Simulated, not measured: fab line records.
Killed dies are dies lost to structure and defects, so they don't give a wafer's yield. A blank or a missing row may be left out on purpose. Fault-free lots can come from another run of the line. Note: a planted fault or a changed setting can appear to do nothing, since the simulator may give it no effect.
Split-lot experiment / flow n5_finfet / route with 1938 steps; 7 lots, 39 wafers read

ON THE SPLIT
At N5_BEOL_M1_PECVD_72 (deposits SiO2 from TEOS/O2, target thk 16 nm, time 18 s), the setting time_s was moved away from the recipe's 18 s on 15 of the 39 wafers read, by -20.2% to +42.9%. The other wafers ran this setting at the recipe's value.

The reading is taken at the split's own step.

THE READING
SiO2_of_BEOL_M1_PECVD_72.thk_nm (the simulator's own value, which no gauge read), in nm, at N5_BEOL_M1_PECVD_72 (deposits SiO2 from TEOS/O2, target thk 16 nm, time 18 s). There is no usual value for it anywhere in the file. Average 16.0 nm, standard deviation 0.26 nm, over the 24 wafers here run with the recipe.

wafer=L075.1; tool, chamber at the split=pecvd-02, 2; time_s as run, s=18; against the recipe=recipe; SiO2_of_BEOL_M1_PECVD_72.thk_nm, nm=16; against lot-mates on the recipe=-
wafer=L075.2; tool, chamber at the split=pecvd-02, 0; time_s as run, s=18; against the recipe=recipe; SiO2_of_BEOL_M1_PECVD_72.thk_nm, nm=15.8; against lot-mates on the recipe=-
wafer=L075.3; tool, chamber at the split=pecvd-02, 1; time_s as run, s=24.48; against the recipe=+36.0%; SiO2_of_BEOL_M1_PECVD_72.thk_nm, nm=21.4; against lot-mates on the recipe=+5.4
wafer=L075.4; tool, chamber at the split=pecvd-02, 2; time_s as run, s=24.48; against the recipe=+36.0%; SiO2_of_BEOL_M1_PECVD_72.thk_nm, nm=21.8; against lot-mates on the recipe=+5.8
wafer=L075.5; tool, chamber at the split=pecvd-02, 1; time_s as run, s=18; against the recipe=recipe; SiO2_of_BEOL_M1_PECVD_72.thk_nm, nm=16.2; against lot-mates on the recipe=-
wafer=L075.6; tool, chamber at the split=pecvd-02, 0; time_s as run, s=24.48; against the recipe=+36.0%; SiO2_of_BEOL_M1_PECVD_72.thk_nm, nm=21.6; against lot-mates on the recipe=+5.6
wafer=L079.1; tool, chamber at the split=pecvd-02, 2; time_s as run, s=18; against the recipe=recipe; SiO2_of_BEOL_M1_PECVD_72.thk_nm, nm=15.6; against lot-mates on the recipe=-
wafer=L079.6; tool, chamber at the split=pecvd-02, 2; time_s as run, s=18; against the recipe=recipe; SiO2_of_BEOL_M1_PECVD_72.thk_nm, nm=15.6; against lot-mates on the recipe=-
wafer=L079.3; tool, chamber at the split=pecvd-02, 0; time_s as run, s=18; against the recipe=recipe; SiO2_of_BEOL_M1_PECVD_72.thk_nm, nm=15.8; against lot-mates on the recipe=-
wafer=L080.1; tool, chamber at the split=pecvd-01, 1; time_s as run, s=25.73; against the recipe=+42.9%; SiO2_of_BEOL_M1_PECVD_72.thk_nm, nm=22.6; against lot-mates on the recipe=+6.4
wafer=L080.2; tool, chamber at the split=pecvd-01, 0; time_s as run, s=18; against the recipe=recipe; SiO2_of_BEOL_M1_PECVD_72.thk_nm, nm=16.2; against lot-mates on the recipe=-
wafer=L080.3; tool, chamber at the split=pecvd-01, 2; time_s as run, s=18; against the recipe=recipe; SiO2_of_BEOL_M1_PECVD_72.thk_nm, nm=16; against lot-mates on the recipe=-
wafer=L080.4; tool, chamber at the split=pecvd-01, 0,2; time_s as run, s=25.73; against the recipe=+42.9%; SiO2_of_BEOL_M1_PECVD_72.thk_nm, nm=22.8; against lot-mates on the recipe=+6.6
wafer=L080.6; tool, chamber at the split=pecvd-01, 0,2; time_s as run, s=25.73; against the recipe=+42.9%; SiO2_of_BEOL_M1_PECVD_72.thk_nm, nm=22.8; against lot-mates on the recipe=+6.6
wafer=L080.5; tool, chamber at the split=pecvd-01, 1; time_s as run, s=18; against the recipe=recipe; SiO2_of_BEOL_M1_PECVD_72.thk_nm, nm=16.4; against lot-mates on the recipe=-
wafer=L084.1; tool, chamber at the split=pecvd-03, 2,1; time_s as run, s=18; against the recipe=recipe; SiO2_of_BEOL_M1_PECVD_72.thk_nm, nm=16; against lot-mates on the recipe=-
wafer=L084.2; tool, chamber at the split=pecvd-03, 2,1; time_s as run, s=18; against the recipe=recipe; SiO2_of_BEOL_M1_PECVD_72.thk_nm, nm=16; against lot-mates on the recipe=-
wafer=L084.3; tool, chamber at the split=pecvd-03, 0,2; time_s as run, s=14.37; against the recipe=-20.2%; SiO2_of_BEOL_M1_PECVD_72.thk_nm, nm=13; against lot-mates on the recipe=-3.1
wafer=L084.5; tool, chamber at the split=pecvd-03, 0,2; time_s as run, s=14.37; against the recipe=-20.2%; SiO2_of_BEOL_M1_PECVD_72.thk_nm, nm=13; against lot-mates on the recipe=-3.1
wafer=L084.4; tool, chamber at the split=pecvd-03, 0; time_s as run, s=18; against the recipe=recipe; SiO2_of_BEOL_M1_PECVD_72.thk_nm, nm=16.4; against lot-mates on the recipe=-
wafer=L084.6; tool, chamber at the split=pecvd-03, 1; time_s as run, s=14.37; against the recipe=-20.2%; SiO2_of_BEOL_M1_PECVD_72.thk_nm, nm=13.2; against lot-mates on the recipe=-2.9
wafer=L083.1; tool, chamber at the split=pecvd-01, 1,0; time_s as run, s=21.09; against the recipe=+17.2%; SiO2_of_BEOL_M1_PECVD_72.thk_nm, nm=19; against lot-mates on the recipe=+2.7
wafer=L083.4; tool, chamber at the split=pecvd-01, 1,0; time_s as run, s=21.09; against the recipe=+17.2%; SiO2_of_BEOL_M1_PECVD_72.thk_nm, nm=19; against lot-mates on the recipe=+2.7
wafer=L083.2; tool, chamber at the split=pecvd-01, 2,0; time_s as run, s=18; against the recipe=recipe; SiO2_of_BEOL_M1_PECVD_72.thk_nm, nm=16.2; against lot-mates on the recipe=-
wafer=L083.3; tool, chamber at the split=pecvd-01, 2,0; time_s as run, s=18; against the recipe=recipe; SiO2_of_BEOL_M1_PECVD_72.thk_nm, nm=16.2; against lot-mates on the recipe=-
wafer=L083.5; tool, chamber at the split=pecvd-01, 1; time_s as run, s=21.09; against the recipe=+17.2%; SiO2_of_BEOL_M1_PECVD_72.thk_nm, nm=18.8; against lot-mates on the recipe=+2.5
wafer=L083.6; tool, chamber at the split=pecvd-01, 2; time_s as run, s=18; against the recipe=recipe; SiO2_of_BEOL_M1_PECVD_72.thk_nm, nm=16.4; against lot-mates on the recipe=-
wafer=L092.1; tool, chamber at the split=pecvd-03, 1; time_s as run, s=23.14; against the recipe=+28.6%; SiO2_of_BEOL_M1_PECVD_72.thk_nm, nm=20.4; against lot-mates on the recipe=+4.2
wafer=L092.2; tool, chamber at the split=pecvd-03, 0; time_s as run, s=23.14; against the recipe=+28.6%; SiO2_of_BEOL_M1_PECVD_72.thk_nm, nm=20.2; against lot-mates on the recipe=+4.0
wafer=L092.3; tool, chamber at the split=pecvd-03, 2; time_s as run, s=18; against the recipe=recipe; SiO2_of_BEOL_M1_PECVD_72.thk_nm, nm=16; against lot-mates on the recipe=-
wafer=L092.4; tool, chamber at the split=pecvd-03, 2; time_s as run, s=18; against the recipe=recipe; SiO2_of_BEOL_M1_PECVD_72.thk_nm, nm=16.2; against lot-mates on the recipe=-
wafer=L092.5; tool, chamber at the split=pecvd-03, 0; time_s as run, s=18; against the recipe=recipe; SiO2_of_BEOL_M1_PECVD_72.thk_nm, nm=16.4; against lot-mates on the recipe=-
wafer=L092.6; tool, chamber at the split=pecvd-03, 1; time_s as run, s=23.14; against the recipe=+28.6%; SiO2_of_BEOL_M1_PECVD_72.thk_nm, nm=20.6; against lot-mates on the recipe=+4.4
wafer=L093.1; tool, chamber at the split=pecvd-02, 1; time_s as run, s=18; against the recipe=recipe; SiO2_of_BEOL_M1_PECVD_72.thk_nm, nm=15.8; against lot-mates on the recipe=-
wafer=L093.2; tool, chamber at the split=pecvd-02, 2,0; time_s as run, s=18; against the recipe=recipe; SiO2_of_BEOL_M1_PECVD_72.thk_nm, nm=15.6; against lot-mates on the recipe=-
wafer=L093.3; tool, chamber at the split=pecvd-02, 2,0; time_s as run, s=18; against the recipe=recipe; SiO2_of_BEOL_M1_PECVD_72.thk_nm, nm=15.6; against lot-mates on the recipe=-
wafer=L093.4; tool, chamber at the split=pecvd-02, 1,2,0; time_s as run, s=18; against the recipe=recipe; SiO2_of_BEOL_M1_PECVD_72.thk_nm, nm=16; against lot-mates on the recipe=-
wafer=L093.5; tool, chamber at the split=pecvd-02, 1,2,0; time_s as run, s=18; against the recipe=recipe; SiO2_of_BEOL_M1_PECVD_72.thk_nm, nm=16; against lot-mates on the recipe=-
wafer=L093.6; tool, chamber at the split=pecvd-02, 1,2,0; time_s as run, s=18; against the recipe=recipe; SiO2_of_BEOL_M1_PECVD_72.thk_nm, nm=16; against lot-mates on the recipe=-
When a row names more than one chamber, that row covers several wafers, and the file does not tell which wafer ran in which chamber.

THE FIT
A straight line over all 39 wafers: SiO2_of_BEOL_M1_PECVD_72.thk_nm changes by +0.155 nm for each +1% of time_s; r = +1.00; the points scatter about the line by 0.24 nm.
The same after taking each lot's own level away (the mean of its wafers on the recipe; 39 wafers): +0.152 nm for each +1%; r = +1.00; scatter 0.16 nm.
According to that fit, moving time_s by its largest amount changes the reading by 6.5 nm.
Across the lots, their own levels run from 15.67 to 16.27 nm, a range of 2.3 times the standard deviation given above.
The two slopes are in agreement: the lot-to-lot level therefore moves the slope only a little.
Check: +6.57 nm against its lot-mates is what the line predicts for one of the wafers moved furthest among these (+42.9%) when that wafer is left out of the fit. Against them it came out at +6.4 nm.

THE OTHER SPLITS THESE WAFERS WENT THROUGH
Note: prior to the reading, these wafers also went through further splits. Each is held against what the fit with the lots' levels taken away leaves over:
other split on the same wafers=N5_ZERO_LAYER_PECVD_02 time_s; wafers away from the commonest value=18; r with SiO2_of_BEOL_M1_PECVD_72.thk_nm (lot level and that fit taken away)=-0.12
other split on the same wafers=N5_FIN_SAQP_HM_DEP_03 target_thk_a; wafers away from the commonest value=15; r with SiO2_of_BEOL_M1_PECVD_72.thk_nm (lot level and that fit taken away)=+0.04
other split on the same wafers=N5_SD_EPI_N_ETCH_45 target_depth_a; wafers away from the commonest value=15; r with SiO2_of_BEOL_M1_PECVD_72.thk_nm (lot level and that fit taken away)=+0.29
other split on the same wafers=N5_HKMG_FIN_ALD_79 ald_cycles; wafers away from the commonest value=15; r with SiO2_of_BEOL_M1_PECVD_72.thk_nm (lot level and that fit taken away)=+0.07
other split on the same wafers=N5_MOL_CONTACT_COAG_ALD_27 time_s; wafers away from the commonest value=15; r with SiO2_of_BEOL_M1_PECVD_72.thk_nm (lot level and that fit taken away)=+0.07

FILE'S OWN FIT
SiO2_of_BEOL_M1_PECVD_72.thk_nm changes by +0.152 nm for each +1% of time_s, r = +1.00.
